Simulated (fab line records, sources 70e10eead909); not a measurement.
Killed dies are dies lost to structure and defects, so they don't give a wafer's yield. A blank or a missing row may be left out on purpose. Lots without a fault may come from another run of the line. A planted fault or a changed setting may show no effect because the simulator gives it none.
fab line records | flow nand_harc | part 2 of 2: steps 5 to 6 of 6
record lots=23 wafers=69 last_day=33
route steps=1302 shown P_GATE@150 P_CONTACT@219 P_M0@279 P_M1@303
lots that met no fault: from a run of the same line without faults
start_h: hours from the record's first day to the start of the lot's first wafer shown | wait_h: hours since the lot's step before | " the same as in the row above | L1.1+2: a row that stands for several wafers | - no value, or no start given | * or withheld: withheld | < > ~ a bound
route shown NAME@n: a module of which the file shows steps, and the number in the route of the first | usual: mean/standard deviation of fault-free wafers | same: alike in all rows | chamber/n: place in a boat | sites: the reading at each site | _std_site: their standard deviation | _edge_site: outer sites' mean less inner sites' | radius_mm: how far each site lies from the wafer's centre | mask NAME#n: copy n | behind: the tool/chamber that last shaped the wafer | hold: why the lot was held/for how many hours/how that ended | device: the transistor (n, p or np) that didn't switch | end of line: the same wafers' tests at the end of the route | a step without rows: its recipe alone | killed: dies lost to structure and defects at the first sort, not the wafer's yield | map: a wafer's dies, x killed, . not, _ none there
set.NAME: the setting as run; set.NAME@STEP: as run at that earlier step | model.NAME: the simulator's own value behind a step, which no gauge read
steps of the route over a sample of lots; a table a step, a row a wafer
services: from which hour (start_h, from the record's first day; less than 0 if before it) a tool's chamber was out of use, for how many hours, and why
## steps
# step NHARC_P_M0_THK_MEAS_24
# recipe thk_meas_gauge=xrf
# usual thk_nm=117.7/1.7
# columns lot.wafer tool chamber start_h wait_h thk_nm
L074.1 film_metro-01 - 123.66 - 117.1
L074.5 " - " " 118.6
L074.6 " - " " 118.6
L075.2 film_metro-02 - 138.93 - 115.9
L075.4 " - " " 119.7
L075.5 " - " " 118.4
L076.1 film_metro-01 - 139.40 - 116.5
L076.2 " - " " 120.7
L076.4 " - " " 119.8
L077.3 film_metro-01 - 154.25 - 115.7
L077.4 " - " " 116.2
L077.5 " - " " 116.4
L078.1 film_metro-01 - 161.43 - 116.4
L078.3 " - " " 120.2
L078.4 " - " " 120.2
L079.1 film_metro-01 - 177.68 - 115.7
L079.2 " - " " 115.3
L079.3 " - " " 117.5
L080.2 film_metro-02 - 187.67 - 120.7
L080.3 " - " " 119.5
L080.5 " - " " 119.7
L081.3 film_metro-01 - 199.70 - 117.2
L081.5 " - " " 117.4
L081.6 " - " " 118.6
L082.2 film_metro-02 - 212.66 - 119.2
L082.4 " - " " 116.3
L082.5 " - " " 115.9
L083.2 film_metro-01 - 219.94 - 117.3
L083.3 " - " " 120.3
L083.6 " - " " 117.7
L086.2 film_metro-02 - 242.47 - 119.9
L086.5 " - " " 115.0
L086.6 " - " " 119.8
L085.3 film_metro-02 - 242.92 - 119.5
L085.4 " - " " 117.0
L085.5 " - " " 119.5
L087.3 film_metro-01 - 254.19 - 119.2
L087.5 " - " " 116.2
L087.6 " - " " 121.4
L088.1 film_metro-02 - 270.35 - 116.4
L088.3 " - " " 117.2
L088.6 " - " " 116.2
L089.1 film_metro-01 - 281.05 - 116.3
L089.4 " - " " 118.3
L089.5 " - " " 116.2
L090.2 film_metro-01 - 284.31 - 117.0
L090.3 " - " " 114.9
L090.6 " - " " 115.6
L091.3 film_metro-01 - 297.49 - 114.5
L091.4 " - " " 115.7
L091.5 " - " " 119.3
L092.1 film_metro-01 - 306.58 - 118.7
L092.2 " - " " 116.0
L092.5 " - " " 118.3
L093.1 film_metro-01 - 307.11 - 116.6
L093.5 " - " " 119.1
L093.6 " - " " 121.0
L094.1 film_metro-01 - 320.99 - 116.3
L094.2 " - " " 117.6
L094.5 " - " " 114.7
L095.2 film_metro-02 - 331.56 - 116.6
L095.4 " - " " 117.9
L095.5 " - " " 119.3
L096.2 film_metro-01 - 340.24 - 118.9
L096.3 " - " " 118.8
L096.4 " - " " 116.0
L097.2 film_metro-02 - 355.33 - 117.1
L097.3 " - " " 115.8
L097.6 " - " " 117.0
# step NHARC_P_M1_ETCH_28
# recipe target_depth_a=300 over_etch_frac=0.3 time_s=72.99 ion_energy_ev=150 cf4_flow_sccm=50 n2_flow_sccm=100 ar_flow_sccm=150 rf_w=300 bias_w=100 chemistry=CF4/N2
# usual drypump_motor_current_A=5.5/0.52 n2_flow_sccm=100.0/0.32 oes_product_au=0.998/0.011 rf_vpp_V=314.9/2.2 showerhead_plenum_p_Torr=2.68/0.12 throttle_valve_pct=19.795/0.0085
# columns lot.wafer tool chamber start_h wait_h drypump_motor_current_A n2_flow_sccm oes_product_au rf_hours_counter_h rf_vpp_V showerhead_plenum_p_Torr throttle_valve_pct
L074.1 rie_diel-11 0 - - 5.4 99.8 1.014 4 311.2 2.45 19.785
L074.6 " 3 " " 6.2 100.6 0.996 - 315.3 2.75 19.790
L074.5 " 0 " " 5.4 99.9 1.006 - 311.7 2.45 19.813
L075.2 rie_diel-08 2 - - 5.0 100.3 1.005 8 314.8 2.67 19.801
L075.5 " 3 " " 5.7 99.9 0.994 - 316.9 2.72 19.793
L075.4 " 2 " " 5.0 100.2 0.994 - 315.5 2.67 19.797
L076.2 rie_diel-08 0 - - 4.8 99.8 1.003 7 311.7 2.47 19.793
L076.1 " 2 " " 5.0 100.0 0.994 8 315.8 2.67 19.788
L076.4 " 0 " " 4.9 99.8 0.997 - 311.4 2.47 19.800
L077.3 rie_diel-08 2 - - 5.0 99.7 0.999 8 313.0 2.67 19.799
L077.4 " 0 " " 4.8 99.8 1.009 8 312.5 2.47 19.788
L077.5 " 2 " " 5.0 99.8 1.002 - 315.1 2.67 19.801
L078.3 rie_diel-11 1 - - 5.0 99.9 0.985 7 317.0 2.81 19.796
L078.1 " 2 " " 6.3 100.6 0.988 7 317.8 2.74 19.796
L078.4 " 0 " " 5.4 99.9 0.992 7 312.3 2.45 19.782
L079.3 rie_diel-11 3 - - 6.2 99.7 0.989 8 316.8 2.74 19.804
L079.1 " 0 " " 5.4 99.8 0.988 8 312.8 2.45 19.799
L079.2 " 1 " " 5.0 99.9 0.985 8 318.0 2.81 19.792
L080.3 rie_diel-11 0 - - 5.4 100.4 1.000 10 312.1 2.45 19.782
L080.2 " 1 " " 5.0 100.6 0.978 9 316.7 2.81 19.803
L080.5 " 3 " " 6.2 99.9 1.000 - 315.2 2.74 19.800
L081.3 rie_diel-13 3 - - 5.9 99.6 1.010 12 315.9 2.68 19.798
L081.5 " 3 " " 6.0 99.6 1.001 - 314.3 2.68 19.797
L081.6 " 2 " " 5.5 99.7 1.012 - 316.6 2.67 19.786
L082.4 rie_diel-08 3 - - 5.7 99.7 0.994 0 315.2 2.72 19.783
L082.2 " 0 " " 4.8 100.1 1.008 0 311.0 2.47 19.792
L082.5 " 2 " " 5.0 100.5 1.020 - 316.6 2.67 19.790
L083.3 rie_diel-13 3 - - 5.9 100.2 1.010 19 315.2 2.68 19.801
L083.2 " 1 " " 5.9 99.6 0.991 5 318.4 2.81 19.799
L083.6 " 3 " " 5.9 100.1 1.018 - 315.3 2.68 19.789
L086.2 rie_diel-13 2 - - 5.5 100.7 1.003 23 313.9 2.67 19.794
L086.6 " 0 " " 5.2 100.4 0.996 - 317.5 2.70 19.805
L086.5 " 1 " " 5.9 99.5 0.993 - 317.4 2.81 19.800
L085.4 rie_diel-08 1 - - 4.9 100.3 0.986 2 316.8 2.82 19.792
L085.3 " 3 " " 5.8 99.7 0.992 2 315.6 2.72 19.815
L085.5 " 1 " " 4.9 100.2 0.988 - 317.4 2.82 19.800
L087.3 rie_diel-08 0 - - 4.8 100.6 0.998 2 311.1 2.47 19.789
L087.6 " 0 " " 4.9 100.4 1.010 - 309.3 2.47 19.786
L087.5 " 1 " " 4.9 99.8 0.984 - 316.9 2.82 19.789
L088.1 rie_diel-11 0 - - 5.4 100.1 0.997 1 311.1 2.45 19.799
L088.3 " 2 " " 6.3 100.0 0.977 1 315.6 2.74 19.792
L088.6 " 3 " " 6.2 99.4 0.993 - 317.1 2.74 19.788
L089.4 rie_diel-13 0 - - 5.3 100.2 1.000 40 314.6 2.69 19.804
L089.1 " 1 " " 6.0 99.9 1.002 24 316.6 2.80 19.796
L089.5 " 2 " " 5.5 100.3 1.011 - 314.4 2.66 19.783
L090.3 rie_diel-11 1 - - 5.0 100.2 0.991 2 317.1 2.81 19.787
L090.2 " 0 " " 5.4 99.9 1.000 3 312.5 2.45 19.809
L090.6 " 2 " " 6.3 99.8 0.992 - 315.0 2.74 19.786
L091.3 rie_diel-08 3 - - 5.7 99.7 0.993 6 314.2 2.72 19.799
L091.4 " 1 " " 4.9 99.7 0.969 7 318.0 2.82 19.792
L091.5 " 0 " " 4.9 100.1 0.995 - 312.4 2.47 19.797
L092.1 rie_diel-08 1 - - 4.9 100.3 0.979 7 317.3 2.82 19.794
L092.2 " 2 " " 5.0 100.2 1.000 6 314.3 2.67 19.785
L092.5 " 0 " " 4.9 100.2 0.998 - 312.2 2.47 19.790
L093.1 rie_diel-11 3 - - 6.2 100.5 1.015 5 315.7 2.74 19.786
L093.6 " 0 " " 5.4 100.2 1.007 - 312.1 2.45 19.793
L093.5 " 1 " " 5.0 100.0 0.984 - 316.9 2.81 19.792
L094.1 rie_diel-08 0 - - 4.9 100.3 1.001 8 310.9 2.47 19.785
L094.2 " 2 " " 5.0 99.8 1.001 7 314.9 2.67 19.788
L094.5 " 3 " " 5.7 99.5 0.987 - 315.7 2.72 19.810
L095.2 rie_diel-08 3 - - 5.8 100.4 0.998 7 315.9 2.72 19.813
L095.4 " 0 " " 4.9 99.7 1.003 8 312.5 2.47 19.791
L095.5 " 2 " " 5.0 100.0 1.016 - 314.6 2.67 19.793
L096.2 rie_diel-11 1 - - 5.0 100.5 0.985 6 317.0 2.81 19.792
L096.4 " 2 " " 6.3 100.7 0.999 6 316.6 2.73 19.774
L096.3 " 0 " " 5.4 100.0 0.998 7 310.6 2.45 19.807
L097.3 rie_diel-11 1 - - 5.0 100.0 0.994 7 316.9 2.81 19.801
L097.2 " 2 " " 6.3 99.8 1.001 8 315.6 2.73 19.802
L097.6 " 0 " " 5.4 100.0 1.005 - 311.3 2.45 19.793
## services
# columns tool chamber start_h hours kind
rie_diel-02 - 85.53 0.6 repair
rie_diel-09 0 96.52 2.1 repair
rie_diel-03 - 104.36 9.0 pm
rie_diel-07 - 117.22 9.0 pm
rie_diel-02 3 129.40 6.4 repair
rie_diel-08 1 140.35 5.1 repair
rie_diel-09 - 143.10 9.0 pm
rie_diel-03 1 145.67 15.5 repair
rie_diel-03 2 177.95 23.1 repair
rie_diel-03 0 178.80 3.5 repair
rie_diel-03 3 181.04 7.9 repair
rie_diel-08 - 183.59 0.3 repair
rie_diel-09 - 211.34 0.3 repair
rie_diel-02 - 216.70 9.0 pm
rie_diel-03 0 220.92 15.9 repair
rie_diel-09 3 259.75 8.4 repair
rie_diel-03 0 261.36 11.1 repair
rie_diel-09 2 273.88 4.7 repair
rie_diel-03 - 281.36 9.0 pm
rie_diel-07 - 294.22 9.0 pm
rie_diel-02 - 297.54 0.7 repair
rie_diel-09 - 320.10 9.0 pm
rie_diel-02 1 321.40 2.7 repair
rie_diel-07 2 322.94 11.5 repair
